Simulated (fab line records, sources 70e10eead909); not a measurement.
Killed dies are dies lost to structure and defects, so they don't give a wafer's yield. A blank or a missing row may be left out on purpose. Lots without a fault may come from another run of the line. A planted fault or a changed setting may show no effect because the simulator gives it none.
Which tool did it? | flow nand_harc | 14 lots, 42 wafers sampled, at 5 steps of a route of 1302

WHAT THE GAUGES READ, wafer by wafer
NHARC_A_SOURCE_PLATE_INSPECT_08. Usual: raw_defect_count 67, standard deviation 28.
lot  | measured     | on                | raw_defect_count | flag
L374 | day 7 11:32  | defect_inspect-01 | 79 33 36         |
L375 | day 8 00:29  | defect_inspect-01 | 62 84 59         |
L377 | day 9 03:28  | defect_inspect-02 | 83 52 58         |
L378 | day 9 06:56  | defect_inspect-02 | 100 65 71        |
L379 | day 9 22:56  | defect_inspect-02 | 66 37 48         |
L380 | day 10 09:08 | defect_inspect-01 | 149 77 134       |
L382 | day 11 05:22 | defect_inspect-02 | 120 78 103       |
L383 | day 11 05:23 | defect_inspect-01 | 59 78 66         |
L385 | day 12 10:09 | defect_inspect-02 | 102 59 63        |
L386 | day 12 14:37 | defect_inspect-01 | 51 90 72         |
L387 | day 13 17:13 | defect_inspect-02 | 65 56 86         |
L389 | day 14 02:54 | defect_inspect-01 | 48 64 63         |
L390 | day 14 10:19 | defect_inspect-01 | 38 67 56         |
L391 | day 14 19:25 | defect_inspect-02 | 56 61 40         |

NHARC_A_ONON_D1_THK_MEAS_18: measures by ellipsometry. Usual: thk_nm 1003 nm, standard deviation 9.7.
lot  | measured     | on            | thk_nm (nm)    | flag
L374 | day 7 23:28  | film_metro-02 | 1019 1019 1019 |
L375 | day 8 11:19  | film_metro-02 | 995 995 993    |
L377 | day 9 14:10  | film_metro-01 | 1007 1008 1007 |
L378 | day 9 17:22  | film_metro-02 | 990 989 988    |
L379 | day 10 11:44 | film_metro-01 | 1002 1003 1004 |
L380 | day 10 19:34 | film_metro-02 | 1005 1005 1005 |
L382 | day 11 16:01 | film_metro-02 | 1006 1005 1005 |
L383 | day 11 16:01 | film_metro-01 | 1021 1021 1020 |
L385 | day 12 20:34 | film_metro-01 | 1010 1010 1009 |
L386 | day 13 01:19 | film_metro-01 | 1003 1003 1004 |
L387 | day 14 03:50 | film_metro-02 | 987 987 986    |
L389 | day 14 15:08 | film_metro-02 | 1003 1005 1005 |
L390 | day 14 21:59 | film_metro-02 | 1008 1008 1008 |
L391 | day 15 06:03 | film_metro-02 | 1010 1009 1010 |

NHARC_A_ONON_D1_THK_MEAS_21: measures by ellipsometry. Usual: thk_nm 1003 nm, standard deviation 12.
lot  | measured     | on            | thk_nm (nm)    | flag
L374 | day 8 00:02  | film_metro-01 | 1008 1007 1007 |
L375 | day 8 11:52  | film_metro-01 | 997 997 996    |
L377 | day 9 14:44  | film_metro-02 | 1017 1017 1019 |
L378 | day 9 17:56  | film_metro-01 | 984 984 985    |
L379 | day 10 12:22 | film_metro-02 | 974 975 974    |
L380 | day 10 20:08 | film_metro-02 | 1006 1006 1007 |
L382 | day 11 16:35 | film_metro-01 | 1019 1019 1018 |
L383 | day 11 16:35 | film_metro-02 | 1012 1010 1011 |
L385 | day 12 21:08 | film_metro-02 | 996 996 996    |
L386 | day 13 01:52 | film_metro-02 | 996 996 995    |
L387 | day 14 04:24 | film_metro-02 | 1020 1019 1019 |
L389 | day 14 15:43 | film_metro-02 | 1011 1011 1010 |
L390 | day 14 22:34 | film_metro-02 | 993 615 992    | OFF
L391 | day 15 06:38 | film_metro-02 | 1000 621 998   | OFF

NHARC_END_SORT_01. Usual: killed_at_array 59, standard deviation 20; killed_at_other 0.8, standard deviation 1.2; killed_at_periphery 3.5, standard deviation 2.2; killed_dies 63, standard deviation 20; killed_open 3.3, standard deviation 1.8; killed_short 2.6, standard deviation 1.7.
lot  | measured     | on        | killed_at_array | killed_at_other | killed_at_periphery | killed_dies | killed_open | killed_short | flag
L385 | day 28 16:50 | prober-01 | 51 40 52        | 0 1 0           | 7 4 4               | 58 45 56    | 3 0 1       | 1 1 1        |
L390 | day 30 13:58 | prober-02 | 83 666 73       | 0 1 0           | 3 10 6              | 86 677 79   | 6 4 5       | 4 6 2        | OFF
L391 | day 32 04:00 | prober-02 | 36 676 36       | 0 0 0           | 5 1 5               | 41 677 41   | 4 1 3       | 4 0 0        | OFF

WHICH TOOL RAN EACH LOT (tool, then ch and the chambers of the sampled wafers, then the start)
lot  | NHARC_A_ONON_D1_DEP_19
L374 | pecvd_onon-02 ch 0, day 7 23:34
L375 | pecvd_onon-03 ch 0, day 8 11:25
L377 | pecvd_onon-03 ch 0, day 9 14:13
L378 | pecvd_onon-01 ch 0, day 9 17:29
L379 | pecvd_onon-02 ch 0, day 10 11:53
L380 | pecvd_onon-01 ch 0, day 10 19:44
L382 | pecvd_onon-02 ch 0, day 11 16:04
L383 | pecvd_onon-01 ch 0, day 11 16:08
L385 | pecvd_onon-03 ch 0, day 12 20:38
L386 | pecvd_onon-03 ch 0, day 13 01:25
L387 | pecvd_onon-02 ch 0, day 14 03:53
L389 | pecvd_onon-02 ch 0, day 14 15:12
L390 | pecvd_onon-03 ch 0, day 14 22:03
L391 | pecvd_onon-03 ch 0, day 15 06:10
- NHARC_A_ONON_D1_DEP_19: target thk 1000 nm.

WHAT THE TOOLS THEMSELVES READ (means of the sampled wafers that have a number; where no wafer has one, the mark that the record gives instead)
The record holds no such reading with a usual standard deviation.

THE ANSWER, worked out from the rows above alone
Rule: a lot is off if the mean of its wafers that have a number lies more than 3 standard deviations from the usual mean. A lot without any number at a reading at which 4 lots or more have one is off too. The other lots that the step has rows for count as sound. The gauges are gone through in route order, then the tools' own readings, and for those a lot's mean is taken as printed above. The first step at which some lot is off is used, and at that step the reading that is off furthest; a lot without a number counts as furthest.
Off: L390, L391, at NHARC_A_ONON_D1_THK_MEAS_21 (thk_nm).
A tool fits if, at a process step before that reading, it ran every lot that is off, and no sound lot after the first of them. The gauges at NHARC_A_ONON_D1_THK_MEAS_21 aren't tried: what is off there is off at NHARC_END_SORT_01 too, on other tools, and a gauge's error can't cause that. One fits: pecvd_onon-03 at NHARC_A_ONON_D1_DEP_19. Its last sound lot is L386 (day 13 01:25), its first lot that is off L390 (day 14 22:03): a fault that began between those two fits.

WHAT THE SIMULATOR HAD PUT IN
Process parameter drift: pecvd_onon-03, from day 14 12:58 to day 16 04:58, at NHARC_A_ONON_D1_DEP_19. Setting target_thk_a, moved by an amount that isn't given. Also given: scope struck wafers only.
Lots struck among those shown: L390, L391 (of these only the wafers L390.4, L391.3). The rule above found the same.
